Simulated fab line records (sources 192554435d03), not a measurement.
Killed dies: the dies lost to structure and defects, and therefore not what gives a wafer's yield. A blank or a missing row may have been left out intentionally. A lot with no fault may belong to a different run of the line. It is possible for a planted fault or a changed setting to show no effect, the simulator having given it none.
A lot that was struck, set against a sound lot | flow n5_finfet | 36 steps out of a route of 1938
Sound: the wafers L427.2, L427.3, L427.4. Struck: wafers L440.1, L440.2, L440.4. The cause comes at the end.
Each step with rows lists, per side, the tool, then ch with its chambers, then its first start. Under that, the readings that differ: sound wafers | struck wafers | difference of the means | sigmas: that difference in standard deviations of wafers without a fault.
alike: words and numbers the same on both sides, and readings whose means are apart by under 2 such deviations; not compared: readings that were withheld, readings missing a value for some wafer, numbers with overlapping values and no deviation given by the record, and bounds like >300 which may hide the same value.
A row with sigmas, a row that says differs or no value, or rows on one side alone: a step with any of these is where the two part. Numbers that don't overlap but have no deviation are shown without sigmas and don't part them. Lack of a reading on every wafer of one side parts them only where that side has two or more wafers.

first, 9 steps without rows for these wafers: N5_WELL_APT_HMDS_18 (time 60 s); N5_WELL_APT_COAT_19 (resist thk 950 nm); N5_WELL_APT_EBR_21; N5_WELL_APT_SOFTBAKE_20 (time 60 s); N5_WELL_APT_EXPOSE_22 (exposes mask PWELL, defocus 0 nm, target cd 200 nm); N5_WELL_APT_PEB_23 (peb time 90 s); N5_WELL_APT_DEVELOP_24 (develop time 45 s); N5_WELL_APT_HARDBAKE_29 (time 120 s); N5_WELL_APT_DESCUM_30 (chemistry O2, time 7.9 s).
N5_WELL_APT_IMPLANT_31:
  sound on implanter-02 ch 0, day 3 21:14; struck on implanter-01 ch 0, day 7 03:31
  reading                   | sound                | struck               | difference | sigmas
  beam_energy_keV           | 60.013 60.015 60.015 | 42.685 42.685 42.693 | -17.327    | -99 or more
  model.implant.rp_nm (nm)  | 190.8 190.8 190.8    | 137 137 137          | -54        |
  model.implant.drp_nm (nm) | 64.53 64.53 64.53    | 53.24 53.24 53.24    | -11.29     |
then, 25 steps without rows for these wafers: N5_WELL_APT_IMPLANT_32; N5_WELL_APT_STRIP_33 (strips in SPM, time 900 s); N5_WELL_APT_RTA_34 (time 10 s); N5_WELL_APT_OXIDE_STRIP_42 (strips SiO2 in dHF, time 45 s, target depth 12 nm); N5_WELL_APT_PRECLEAN_36 (cleans in O3/DIW, time 45 s); N5_WELL_APT_PRECLEAN_39 (cleans in dHF, time 60 s); N5_WELL_APT_SRD_37 (time 30 s); N5_WELL_APT_EPI_41 (deposits Si from SiH4/H2, target thk 50 nm, time 297.7 s); N5_PMOS_HMC_CHANNEL_EPI_HM_DEP_34 (deposits SiO2 from TEOS/O2, target thk 36 nm, time 6.9 s); N5_PMOS_HMC_CHANNEL_EPI_COAT_31 (time 60 s, resist thk 66 nm); N5_PMOS_HMC_CHANNEL_EPI_COAT_03 (resist thk 205 nm); N5_PMOS_HMC_CHANNEL_EPI_EBR_05; N5_PMOS_HMC_CHANNEL_EPI_SOFTBAKE_04 (time 60 s); N5_PMOS_HMC_CHANNEL_EPI_EXPOSE_06 (exposes mask PMOS HMC BLK, target cd 240 nm); N5_PMOS_HMC_CHANNEL_EPI_PEB_07 (peb time 60 s); N5_PMOS_HMC_CHANNEL_EPI_DEVELOP_08 (develop time 30 s); N5_PMOS_HMC_CHANNEL_EPI_DESCUM_14 (chemistry O2, time 7.9 s); N5_PMOS_HMC_CHANNEL_EPI_ETCH_32 (etches BARC in N2/H2, stops on SiO2, target depth 85.8 nm, time 50.3 s); N5_PMOS_HMC_CHANNEL_EPI_HM_OPEN_15 (chemistry CHF3/O2, target SiO2, target depth 40.6 nm, time 20.3 s); N5_PMOS_HMC_CHANNEL_EPI_STRIP_33 (strips in N2/H2); N5_PMOS_HMC_CHANNEL_EPI_STRIP_17 (strips in SPM, time 750 s); N5_PMOS_HMC_CHANNEL_EPI_ETCH_38 (etches SiO2 in CF4, target depth 1.5 nm); N5_PMOS_HMC_CHANNEL_EPI_FIN_RECESS_16 (chemistry HBr/Cl2, target Si, target depth 54 nm, time 18 s); N5_PMOS_HMC_CHANNEL_EPI_PRECLEAN_36 (cleans in O3/DIW, time 45 s); N5_PMOS_HMC_CHANNEL_EPI_PRECLEAN_18 (cleans in DHF, time 30 s).
-- here the record skips 6 days between the struck wafers' starts before and after, leaving off in module PMOS_HMC_CHANNEL_EPI and picking up in module BEOL_M4 (first step shown: number 1111 of the route) --
N5_BEOL_M4_RC_MEAS_101:
  sound on prober-02 ch 0, day 9 16:20; struck on prober-01 ch 0, day 13 07:19
  reading           | sound          | struck         | difference | sigmas
  RS_PWELL (ohm/sq) | 3022 3027 3035 | 3499 3501 3476 | +464       | +22
  alike: DIBL_N, DIBL_P, IOFF_N, IOFF_P, ION_N, ION_P, SS_N, SS_P, VT_N, VT_P

## WHERE THEY PART
First at N5_WELL_APT_IMPLANT_31; last, within this record, at N5_BEOL_M4_RC_MEAS_101.

WHY: what had been put in by the simulator
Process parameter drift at N5_WELL_APT_IMPLANT_31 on implanter-01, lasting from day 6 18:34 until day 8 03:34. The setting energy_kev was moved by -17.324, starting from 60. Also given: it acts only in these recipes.
